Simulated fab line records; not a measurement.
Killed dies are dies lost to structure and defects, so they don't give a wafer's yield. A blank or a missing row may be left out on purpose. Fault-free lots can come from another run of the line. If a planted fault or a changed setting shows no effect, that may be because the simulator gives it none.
fab line records | flow n5Finfet
record: lots: 8 wafers: 22 lastDay: 18
route steps=1938 shown SPACER0@260 SD_EPI_N@274 SD_ACTIVATION@332 BEOL_M4@1111
lots with no fault: from the same line, run without faults
startH: hours from the record's first day to the start of the lot's first wafer shown | waitH: time in hours since the lot's previous step | " repeats the value in the row above | L1.1+2: several wafers, shown together as one row | - no value, or no start was given | * or withheld: withheld | < > ~ a bound
route shown NAME@n: names a module that has steps shown in the file, with the first one's number in the route | usual: mean/standard deviation taken from wafers without a fault | same: alike in all rows | chamber/n: place in a boat | sites: per-site readings | _std_site: how widely they spread, as a standard deviation | _edge_site: mean of outer sites minus mean of inner sites | radiusMm: for every site, how far away it sits from the centre of the wafer | mask NAME#n: copy n | behind: the tool/chamber that last shaped the wafer | hold: why the lot went on hold/how many hours it stayed there/how the hold came to an end | device: names the non-switching transistor (n, p or np) | end of line: the tests these same wafers got at the end of their route | a step given without rows: its recipe and nothing more | killed: at the first sort, the dies lost to defects and structure; wafer yield is something else | map: a wafer's dies, marking killed ones x, the rest . and places with no die _
set.NAME: the run value of the setting; set.NAME@STEP: its run value at that earlier step | model.NAME: the simulator's own value behind a step, which no gauge read
the route's steps for a sample of lots (tables are steps, rows are wafers)
services: when a tool's chamber went out of use (startH, in hours from the record's first day, below 0 if earlier), for how many hours, and the reason
== steps ==
step: N5_SPACER0_ALD_08
recipe: material: SiNx targetThkA: 20 tempC: 400 aldPrecursorFamily: SiH2I2 aldCoReactant: N2/H2-plasma pressureTorr: 2
usual: heaterPowerOuterW: 548/67 heaterPowerW: 889/110
columns lot.wafer tool chamber startH waitH heaterPowerOuterW heaterPowerW
L831.2 aldSin-01 0 54.46 0.1 450 659
L831.4 " 1 " " 529 854
L831.5 " 1 " " 505 839
L836.1 aldSin-01 2 89.94 0.1 460 761
L836.3 " 0 " " 434 650
L839.2 aldSin-04 1 101.93 0.1 634 965
L839.5 " 1 " " 623 951
L839.6 " 0 " " 622 1014
L841.2 aldSin-02 3 117.84 0.1 599 942
L841.3 " 2 " " 501 825
L842.4 aldSin-02 2 119.51 0.1 501 844
L842.5 " 3 " " 603 931
L842.6 " 2 " " 510 836
L851.2 aldSin-04 3 173.75 0.1 610 1011
L851.4 " 0 " " 617 990
L851.6 " 0 " " 617 1000
L852.1 aldSin-04 0 178.90 0.1 615 1014
L852.2 " 1 " " 622 963
L852.3 " 2 " " 512 954
L853.1 aldSin-02 1 187.20 0.1 538 934
L853.2 " 2 " " 496 841
L853.5 " 1 " " 549 907
step: N5_SD_EPI_N_ETCH_34
recipe: chemistry: CF4 target: SiARC targetDepthA: 455 maskMaterial: CAR-ArF-block timeS: 75.8 ionEnergyEv: 80 pressureMtorr: 40 sourceW: 545 biasW: 36 Ar_flow_sccm: 100 cf4FlowSccm: 100 ends: cleared
usual: biasW: 36.01/0.099 drypumpMotorCurrentA: 5.4/0.41 etchRfOnTimeS: 76.0/1.1 oesProductAu: 0.66/0.066 rfVppV: 183.7/1.5 showerheadPlenumPTorr: 2.11/0.091 throttleValvePct: 15.70/0.17
columns lot.wafer tool chamber startH waitH biasW drypumpMotorCurrentA etchRfOnTimeS oesProductAu rfHoursCounterH rfVppV showerheadPlenumPTorr throttleValvePct
L831.2 rieDiel-01 0 55.14 0.0 36.11 5.0 76.7 0.61 186 183.3 2.04 15.61
L831.4 " 0 " " 35.98 5.0 76.8 0.62 - 182.9 2.04 15.61
L831.5 " 2 " " 35.92 4.9 74.9 0.66 - 182.2 1.99 15.77
L836.1 rieDiel-06 2 90.49 0.0 35.96 5.9 75.6 0.61 179 183.0 2.13 15.77
L836.3 " 1 " " 36.05 6.3 77.8 0.60 228 182.4 2.03 16.05
L839.2 rieDiel-01 2 102.48 0.0 36.03 4.9 75.6 0.65 152 181.6 1.99 15.81
L839.5 " 3 " " 35.83 5.6 78.0 0.57 - 184.0 2.20 15.95
L839.6 " 0 " " 35.98 5.0 76.3 0.61 - 182.7 2.04 15.65
L841.2 rieDiel-01 1 118.52 0.0 36.19 5.3 77.3 0.68 106 183.1 2.07 15.73
L841.3 " 3 " " 35.82 5.6 77.9 0.56 247 184.9 2.20 15.94
L842.4 rieDiel-02 3 120.19 0.0 36.10 5.7 75.8 0.65 173 184.8 2.13 15.40
L842.5 " 0 " " 35.92 5.9 74.2 0.70 - 184.4 2.25 15.81
L842.6 " 1 " " 35.95 5.4 75.9 0.71 - 185.7 2.26 15.81
L851.2 rieDiel-01 1 174.43 0.0 36.03 5.3 76.7 0.67 127 183.2 2.07 15.78
L851.4 " 2 " " 36.16 4.9 74.7 0.63 178 181.7 1.98 15.85
L851.6 " 1 " " 36.18 5.3 76.8 0.67 - 182.8 2.07 15.78
L852.1 rieDiel-02 3 179.89 0.0 35.93 5.7 74.6 0.63 196 183.4 2.13 15.47
L852.2 " 1 " " 36.15 5.4 75.1 0.69 93 185.5 2.25 15.85
L852.3 " 1 " " 36.12 5.4 75.0 0.69 - 185.8 2.25 15.85
L853.1 rieDiel-01 1 187.75 0.0 36.20 5.3 77.4 0.66 132 184.0 2.07 15.80
L853.2 " 2 " " 35.94 4.9 74.8 0.63 183 182.7 1.98 15.87
L853.5 " 0 " " 36.07 5.0 77.4 0.58 - 182.2 2.03 15.71
step: N5_SD_EPI_N_ETCHBACK_44
recipe: chemistry: CH3F/O2 mode: anisotropicEtchback target: SiNx targetDepthA: 145 stopOn: SiO2 overEtchFrac: 0.3 ionEnergyEv: 120 pressureMtorr: 30 sourceW: 395 biasW: 73 Ar_flow_sccm: 150 CH3F_flow_sccm: 30 O2_flow_sccm: 20
usual: biasW: 73.00/0.22 drypumpMotorCurrentA: 5.5/0.41 oesProductAu: 0.66/0.064 rfVppV: 296.7/2.4 showerheadPlenumPTorr: 1.97/0.09 throttleValvePct: 16.43/0.17
columns lot.wafer tool chamber startH waitH biasW drypumpMotorCurrentA oesProductAu rfHoursCounterH rfVppV showerheadPlenumPTorr throttleValvePct
L831.2 rieDiel-01 0 55.52 0.0 73.56 5.0 0.63 187 294.9 1.90 16.35
L831.4 " 0 " " 73.18 5.0 0.62 - 296.1 1.90 16.33
L831.5 " 2 " " 72.99 4.9 0.66 - 294.5 1.85 16.47
L836.1 rieDiel-06 2 90.87 0.0 73.34 5.9 0.61 179 297.3 2.00 16.53
L836.3 " 1 " " 72.83 6.3 0.61 228 294.1 1.89 16.78
L839.2 rieDiel-01 2 102.86 0.0 72.91 4.9 0.64 152 295.1 1.85 16.51
L839.5 " 3 " " 72.85 5.6 0.58 - 297.3 2.06 16.70
L839.6 " 0 " " 73.12 5.0 0.62 - 297.1 1.90 16.36
L841.2 rieDiel-01 1 118.90 0.0 72.61 5.3 0.69 106 295.2 1.93 16.48
L841.3 " 3 " " 72.90 5.6 0.57 247 297.1 2.06 16.70
L842.4 rieDiel-02 3 120.57 0.0 73.05 5.7 0.65 173 294.9 1.99 16.13
L842.5 " 0 " " 73.03 5.9 0.69 - 299.7 2.10 16.56
L842.6 " 1 " " 73.00 5.4 0.71 - 298.7 2.11 16.54
L851.2 rieDiel-01 1 174.81 0.0 73.10 5.3 0.67 127 294.2 1.93 16.53
L851.4 " 2 " " 72.96 4.9 0.63 179 294.6 1.84 16.56
L851.6 " 1 " " 72.94 5.3 0.67 - 293.5 1.93 16.51
L852.1 rieDiel-02 3 180.46 0.0 73.02 5.7 0.64 196 296.5 1.98 16.17
L852.2 " 1 " " 73.00 5.4 0.69 94 299.0 2.10 16.57
L852.3 " 1 " " 73.38 5.4 0.69 - 297.0 2.10 16.57
L853.1 rieDiel-01 1 188.13 0.0 73.10 5.3 0.67 133 294.1 1.92 16.53
L853.2 " 2 " " 72.55 4.9 0.62 183 293.1 1.84 16.58
L853.5 " 0 " " 72.69 5.0 0.60 - 297.1 1.89 16.44
step: N5_SD_EPI_N_EPI_21
recipe: material: Si:P dopant: P tempC: 680 pressureTorr: 255 timeS: 690
usual: epiGrowthTimeS: 690/0
columns lot.wafer tool chamber startH waitH epiGrowthTimeS
L831.2 epiRpcvd-03 0 57.06 0.4 690
L831.4 " 0 " " 690
L831.5 " 0 " " 690
L836.1 epiRpcvd-03 0 92.13 0.1 994.84
L836.3 " 0 " " 690
L839.2 epiRpcvd-03 0 104.40 0.4 994.84
L839.5 " 0 " " 690
L839.6 " 0 " " 690
L841.2 epiRpcvd-03 0 120.68 0.4 994.84
L841.3 " 0 " " 690
L842.4 epiRpcvd-02 0 122.74 0.9 690
L842.5 " 0 " " 690
L842.6 " 0 " " 690
L851.2 epiRpcvd-03 0 176.35 0.4 690
L851.4 " 0 " " 690
L851.6 " 0 " " 690
L852.1 epiRpcvd-03 0 181.85 0.1 690
L852.2 " 0 " " 690
L852.3 " 0 " " 690
L853.1 epiRpcvd-03 0 189.40 0.1 690
L853.2 " 0 " " 690
L853.5 " 0 " " 690
step: N5_SD_EPI_N_EPI_MEAS_23
recipe: mode: xrd
usual: thkNm: 59.0/1.2
columns lot.wafer tool chamber startH waitH thkNm
L831.2 filmMetro-01 - 58.49 1.2 60.6
L831.4 " - " " 57.3
L831.5 " - " " 60.9
L836.1 filmMetro-01 - 93.85 1.4 78.5
L836.3 " - " " 60.4
L839.2 filmMetro-02 - 105.86 1.2 75.0
L839.5 " - " " 58.6
L839.6 " - " " 57.9
L841.2 filmMetro-02 - 122.12 1.2 77.4
L841.3 " - " " 59.3
L842.4 filmMetro-01 - 123.62 0.6 59.1
L842.5 " - " " 58.9
L842.6 " - " " 59.0
L851.2 filmMetro-01 - 177.79 1.2 59.8
L851.4 " - " " 59.9
L851.6 " - " " 59.3
L852.1 filmMetro-02 - 183.58 1.5 57.3
L852.2 " - " " 59.1
L852.3 " - " " 60.6
L853.1 filmMetro-02 - 191.13 1.4 59.2
L853.2 " - " " 57.6
L853.5 " - " " 61.2
step: N5_SD_ACTIVATION_RS_MEAS_03
recipe: thkMeasGauge: four-point-probe
usual: RS_SD_N: 21.93/0.26 RS_SD_P: 56.1/0.99
columns lot.wafer tool chamber startH waitH RS_SD_N[ohm/sq] RS_SD_P[ohm/sq]
L831.2 filmMetro-01 - 64.02 0.2 21.63 56.4
L831.4 " - " " 21.63 57.6
L831.5 " - " " 21.85 57.6
L836.1 filmMetro-02 - 100.04 0.2 16.86 57.1
L836.3 " - " " 22.11 57.1
L839.2 filmMetro-01 - 111.12 0.2 17.21 56.7
L839.5 " - " " 22.22 56.6
L839.6 " - " " 22.34 56.2
L841.2 filmMetro-01 - 127.64 0.2 16.83 54.3
L841.3 " - " " 21.91 54.8
L842.4 filmMetro-02 - 128.93 0.1 22.41 54.5
L842.5 " - " " 22.32 55.1
L842.6 " - " " 22.28 54.4
L851.2 filmMetro-02 - 183.08 0.2 21.92 56.2
L851.4 " - " " 21.98 57.1
L851.6 " - " " 21.85 56.0
L852.1 filmMetro-02 - 188.67 0.2 22.01 55.3
L852.2 " - " " 21.63 56.0
L852.3 " - " " 21.78 55.6
L853.1 filmMetro-01 - 197.32 0.2 21.49 57.2
L853.2 " - " " 22.11 57.4
L853.5 " - " " 21.90 57.3
step: N5_BEOL_M4_RC_MEAS_101
usual: DIBL_N: 36.4/1.5 DIBL_P: 35.8/1.7 IOFF_N: 0.154/0.022 IOFF_P: 0.21/0.031 ION_N: 672/8.8 ION_P: 462/7.2 RS_SD_N: 28.5/0.34 SS_N: 71.5/0.53 SS_P: 73.2/0.62 VT_N: 250.4/2.5 VT_P: -250/3.5
columns lot.wafer tool chamber startH waitH DIBL_N[mV/V] DIBL_P[mV/V] IOFF_N[nA/um] IOFF_P[nA/um] ION_N[uA/um] ION_P[uA/um] RS_SD_N[ohm/sq] SS_N[mV/dec] SS_P[mV/dec] VT_N[mV] VT_P[mV]
L831.2 prober-01 0 171.15 0.2 37.2 36.9 0.157 0.24 676 464 28.3 71.4 73.3 248.2 -248
L831.4 " 0 " " 38.6 38.1 0.177 0.26 668 462 28.4 71.9 73.2 253.6 -247
L831.5 " 0 " " 37.5 36.5 0.162 0.23 657 459 28.1 71.5 73.3 249.9 -248
L836.1 prober-02 0 219.74 0.0 35.8 34.9 0.151 0.19 679 461 22.1 71.3 73.1 251.0 -252
L836.3 " 0 " " 37.2 35.7 0.163 0.20 664 451 28.9 71.9 73.2 250.3 -251
L839.2 prober-01 0 246.43 0.2 37.0 36.8 0.157 0.19 669 449 22.1 71.8 73.2 252.1 -255
L839.5 " 0 " " 35.9 35.9 0.133 0.18 659 456 28.6 71.8 73.1 252.5 -252
L839.6 " 0 " " 34.3 34.1 0.112 0.16 663 458 28.9 71.4 72.6 255.3 -252
L842.4 prober-02 0 252.37 0.5 36.7 36.6 0.148 0.18 672 453 29.1 72.1 73.4 252.0 -254
L842.5 " 0 " " 34.8 34.5 0.118 0.16 642 444 29.3 71.1 72.6 254.9 -255
L842.6 " 0 " " 37.6 37.8 0.172 0.20 685 465 28.8 71.5 74.0 248.0 -252
L841.2 prober-01 0 262.73 0.2 38.0 35.9 0.164 0.21 675 460 21.9 72.0 73.3 249.9 -250
L841.3 " 0 " " 37.0 35.4 0.153 0.20 677 460 28.3 70.9 72.7 248.7 -251
L851.2 prober-02 0 297.51 0.2 36.4 36.2 0.147 0.24 668 468 28.5 71.5 73.6 252.1 -247
L851.4 " 0 " " 37.1 37.2 0.164 0.26 676 473 28.6 72.2 72.9 247.9 -245
L851.6 " 0 " " 34.9 35.0 0.129 0.23 668 471 28.3 71.3 73.0 251.7 -245
L852.1 prober-01 0 300.84 0.0 35.1 33.8 0.138 0.20 674 470 28.7 71.1 72.7 249.0 -247
L852.2 " 0 " " 36.8 36.1 0.174 0.25 677 461 28.3 72.0 73.0 248.0 -247
L852.3 " 0 " " 36.6 35.9 0.166 0.23 688 474 28.3 71.8 73.3 248.0 -248
L853.1 prober-02 0 322.60 0.0 36.9 35.3 0.148 0.20 680 458 27.7 70.7 72.9 251.6 -250
L853.2 " 0 " " 37.7 36.1 0.170 0.21 679 459 28.1 72.0 73.4 249.5 -251
L853.5 " 0 " " 37.4 35.3 0.148 0.19 672 461 28.4 71.9 72.2 249.1 -251
== services ==
columns tool chamber startH hours kind
rieDiel-06 2 31.04 3.7 repair
rieDiel-02 - 45.09 0.2 repair
rieDiel-02 - 54.30 2.8 pm
rieDiel-01 0 59.30 9.6 repair
rieDiel-06 1 74.57 7.5 repair
epiRpcvd-02 - 80.53 0.5 repair
aldSin-02 - 85.58 14.0 pm
aldSin-02 0 85.58 14.0 ventCycle
aldSin-02 1 85.58 14.0 ventCycle
aldSin-02 2 85.58 14.0 ventCycle
aldSin-02 3 85.58 14.0 ventCycle
rieDiel-02 2 95.57 12.9 repair
aldSin-02 0 99.58 - clean
aldSin-02 1 99.58 - clean
aldSin-02 2 99.58 - clean
aldSin-01 - 115.62 6.5 repair
rieDiel-01 3 126.25 - clean
rieDiel-01 3 126.25 - consumableReplace:focusRing
rieDiel-01 3 126.25 31.0 scheduledDown
rieDiel-01 3 126.25 31.0 ventCycle
epiRpcvd-03 - 137.93 0.9 repair
aldSin-01 1 145.65 7.3 repair
rieDiel-02 2 170.33 32.7 repair
aldSin-01 - 178.16 14.0 pm
== key ==
firstSign: step: N5_SD_EPI_N_EPI_21 reading: epiGrowthTimeS direction: up sigmas: 99+ usual: * struck: *
effect: step: N5_SD_EPI_N_EPI_MEAS_23 reading: thkNm direction: up sigmas: 15 usual: * struck: *
effect: step: N5_SD_ACTIVATION_RS_MEAS_03 reading: RS_SD_N direction: down sigmas: 19 usual: 21.93 struck: 16.96
effect: step: N5_BEOL_M4_RC_MEAS_101 reading: RS_SD_N direction: down sigmas: 19 usual: 28.5 struck: 22.0
metAt N5_SD_EPI_N_EPI_21
struckLots L836,L839,L841
struckWafers L836.1,L839.2,L841.2
notActingAt N5_SPACER0_ALD_08,N5_SD_EPI_N_ETCH_34,N5_SD_EPI_N_ETCHBACK_44
onsetBetween 57.06 92.13
fault: kind: processParameterDrift tool: epiRpcvd-03 chamber: - onsetH: 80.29 steps: N5_SD_EPI_N_EPI_21 channel: epiGrowthTimeS offset: * shape: step endH: 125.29 scope: struckWafersOnly actsIn: * stated: *
